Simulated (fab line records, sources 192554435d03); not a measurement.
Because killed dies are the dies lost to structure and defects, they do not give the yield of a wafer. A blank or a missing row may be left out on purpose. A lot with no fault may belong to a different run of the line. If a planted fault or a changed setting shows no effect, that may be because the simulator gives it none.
Lot-split experiment / flow n5 finfet / 7 lots, 21 wafers read, on a route of 1938 steps

## THE SPLIT ITSELF
At N5_DUMMY_GATE_EXPOSE_12 (exposes mask GATE, target cd 25 nm), the setting dose mj was moved away from the recipe's 34 on 7 of the 21 wafers read, by -6.7% to +7.2%. This setting was run at the recipe's value on the other wafers.

## FROM THE SPLIT TO THE READING: what the file shows between them, 7 steps
- N5_DUMMY_GATE_PEB_13: peb time 60 s
- N5_DUMMY_GATE_DEVELOP_14: develop time 30 s
- N5_DUMMY_GATE_CD_MEAS_15: target cd 25.8 nm
- N5_DUMMY_GATE_STRIP_38: strips in N2/H2
- N5_DUMMY_GATE_STRIP_39: strips in N2/H2
- N5_DUMMY_GATE_TRIM_49: chemistry O2, time 29 s, target cd 14 nm
- N5_DUMMY_GATE_STRIP_40: strips in CF4

## THE READING
cd nm, in nm, at N5_DUMMY_GATE_CD_MEAS_50 (target cd 14 nm). A value of 14.0 nm with a standard deviation of 0.41 nm is what fault-free wafers of this fab line usually give.

wafer=L074.2; tool, chamber at the split=euv scanner-01, 0; dose mj as run=34; against the recipe=recipe; cd nm, nm=14.1; against lot-mates on the recipe=-
wafer=L074.3; tool, chamber at the split=euv scanner-01, 0; dose mj as run=34; against the recipe=recipe; cd nm, nm=13.4; against lot-mates on the recipe=-
wafer=L074.5; tool, chamber at the split=euv scanner-01, 0; dose mj as run=34; against the recipe=recipe; cd nm, nm=13.9; against lot-mates on the recipe=-
wafer=L076.3; tool, chamber at the split=euv scanner-01, 0; dose mj as run=34; against the recipe=recipe; cd nm, nm=14.3; against lot-mates on the recipe=-
wafer=L076.4; tool, chamber at the split=euv scanner-01, 0; dose mj as run=36.44; against the recipe=+7.2%; cd nm, nm=11.9; against lot-mates on the recipe=-2.3
wafer=L076.6; tool, chamber at the split=euv scanner-01, 0; dose mj as run=34; against the recipe=recipe; cd nm, nm=14.2; against lot-mates on the recipe=-
wafer=L080.2; tool, chamber at the split=euv scanner-02, 0; dose mj as run=34; against the recipe=recipe; cd nm, nm=13.0; against lot-mates on the recipe=-
wafer=L080.4; tool, chamber at the split=euv scanner-02, 0; dose mj as run=34; against the recipe=recipe; cd nm, nm=14.3; against lot-mates on the recipe=-
wafer=L080.6; tool, chamber at the split=euv scanner-02, 0; dose mj as run=34; against the recipe=recipe; cd nm, nm=14.2; against lot-mates on the recipe=-
wafer=L082.1; tool, chamber at the split=euv scanner-01, 0; dose mj as run=34.74; against the recipe=+2.2%; cd nm, nm=14.0; against lot-mates on the recipe=-0.4
wafer=L082.2; tool, chamber at the split=euv scanner-01, 0; dose mj as run=34; against the recipe=recipe; cd nm, nm=14.4; against lot-mates on the recipe=-
wafer=L082.5; tool, chamber at the split=euv scanner-01, 0; dose mj as run=34.74; against the recipe=+2.2%; cd nm, nm=13.7; against lot-mates on the recipe=-0.7
wafer=L083.2; tool, chamber at the split=euv scanner-02, 0; dose mj as run=31.73; against the recipe=-6.7%; cd nm, nm=16.1; against lot-mates on the recipe=+2.5
wafer=L083.4; tool, chamber at the split=euv scanner-02, 0; dose mj as run=31.73; against the recipe=-6.7%; cd nm, nm=16.3; against lot-mates on the recipe=+2.7
wafer=L083.6; tool, chamber at the split=euv scanner-02, 0; dose mj as run=34; against the recipe=recipe; cd nm, nm=13.6; against lot-mates on the recipe=-
wafer=L087.2; tool, chamber at the split=euv scanner-01, 0; dose mj as run=34; against the recipe=recipe; cd nm, nm=13.9; against lot-mates on the recipe=-
wafer=L087.4; tool, chamber at the split=euv scanner-01, 0; dose mj as run=32.48; against the recipe=-4.5%; cd nm, nm=14.9; against lot-mates on the recipe=+1.0
wafer=L087.6; tool, chamber at the split=euv scanner-01, 0; dose mj as run=34; against the recipe=recipe; cd nm, nm=13.8; against lot-mates on the recipe=-
wafer=L089.3; tool, chamber at the split=euv scanner-02, 0; dose mj as run=34; against the recipe=recipe; cd nm, nm=14.7; against lot-mates on the recipe=-
wafer=L089.4; tool, chamber at the split=euv scanner-02, 0; dose mj as run=34.71; against the recipe=+2.1%; cd nm, nm=13.8; against lot-mates on the recipe=-0.5
wafer=L089.5; tool, chamber at the split=euv scanner-02, 0; dose mj as run=34; against the recipe=recipe; cd nm, nm=14.0; against lot-mates on the recipe=-

THE FIT
A straight line over all 21 wafers: cd nm changes by -0.282 nm for each +1% of dose mj; r = -0.90; the points scatter about the line by 0.42 nm.
The same after taking each lot's own level away (the mean of its wafers on the recipe; 21 wafers): -0.342 nm for each +1%; r = -0.95; scatter 0.34 nm.
According to that fit, moving dose mj by its largest amount changes the reading by 2.5 nm.
The lots' own levels span 13.60 to 14.40 nm, that is 2.0 times the standard deviation above.
So the lot-to-lot level changes the slope: the two fits differ.
Check: with one of the wafers moved furthest among these (+7.2%) left out of the fit, the line predicts -2.45 nm for it against its lot-mates. Against them it came out at -2.35 nm.

## FURTHER SPLITS ON THESE WAFERS
These wafers also went through other splits before the reading. Each is held against what the fit with the lots' levels taken away leaves over:
other split on the same wafers=N5_ZERO_LAYER_PECVD_02 time s; wafers away from the commonest value=5; r with cd nm (lot level and that fit taken away)=-0.06
other split on the same wafers=N5_ZERO_LAYER_EXPOSE_08 dose mj; wafers away from the commonest value=9; r with cd nm (lot level and that fit taken away)=-0.36
other split on the same wafers=N5_PMOS_HMC_CHANNEL_EPI_HM_DEP_34 time s; wafers away from the commonest value=7; r with cd nm (lot level and that fit taken away)=-0.01
other split on the same wafers=N5_FIN_SAQP_PECVD_47 time s; wafers away from the commonest value=7; r with cd nm (lot level and that fit taken away)=+0.07
other split on the same wafers=N5_FIN_SAQP_PEB_14 peb time s; wafers away from the commonest value=9; r with cd nm (lot level and that fit taken away)=+0.10
other split on the same wafers=N5_FIN_SAQP_MANDREL_ETCH_58 icp w; wafers away from the commonest value=6; r with cd nm (lot level and that fit taken away)=-0.32
other split on the same wafers=N5_DUMMY_GATE_COAT_28 spin rpm; wafers away from the commonest value=4; r with cd nm (lot level and that fit taken away)=-0.15

## THE WHOLE CHAIN: every reading that the file lists as answering this split, in the file's order
step=N5_DUMMY_GATE_CD_MEAS_15; what it does=target cd 25.8 nm; reading=cd nm; change (the file's fit)=-0.241 nm for each +1% of the setting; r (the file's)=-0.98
step=N5_DUMMY_GATE_TRIM_49; what it does=chemistry O2, time 29 s, target cd 14 nm; reading=DUMMY_GATE.cd nm (the simulator's own value, which no gauge read); change (the file's fit)=-0.295 nm for each +1% of the setting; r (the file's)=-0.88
step=N5_DUMMY_GATE_CD_MEAS_50; what it does=target cd 14 nm; reading=cd nm; change (the file's fit)=-0.326 nm for each +1% of the setting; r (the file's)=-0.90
step=N5_DUMMY_GATE_ETCH_44; what it does=etches poly-Si in HBr/O2, stops on SiO2, target depth 127.5 nm; reading=DUMMY_GATE.cd nm (the simulator's own value, which no gauge read); change (the file's fit)=-0.313 nm for each +1% of the setting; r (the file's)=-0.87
step=N5_DUMMY_GATE_ETCH_42; what it does=etches SiO2 in CHF3/O2, target depth 3.5 nm, time 31 s; reading=DUMMY_GATE.cd nm (the simulator's own value, which no gauge read); change (the file's fit)=-0.326 nm for each +1% of the setting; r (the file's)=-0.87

## THE FILE'S OWN FIT
cd nm changes by -0.326 nm for each +1% of dose mj, r = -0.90.
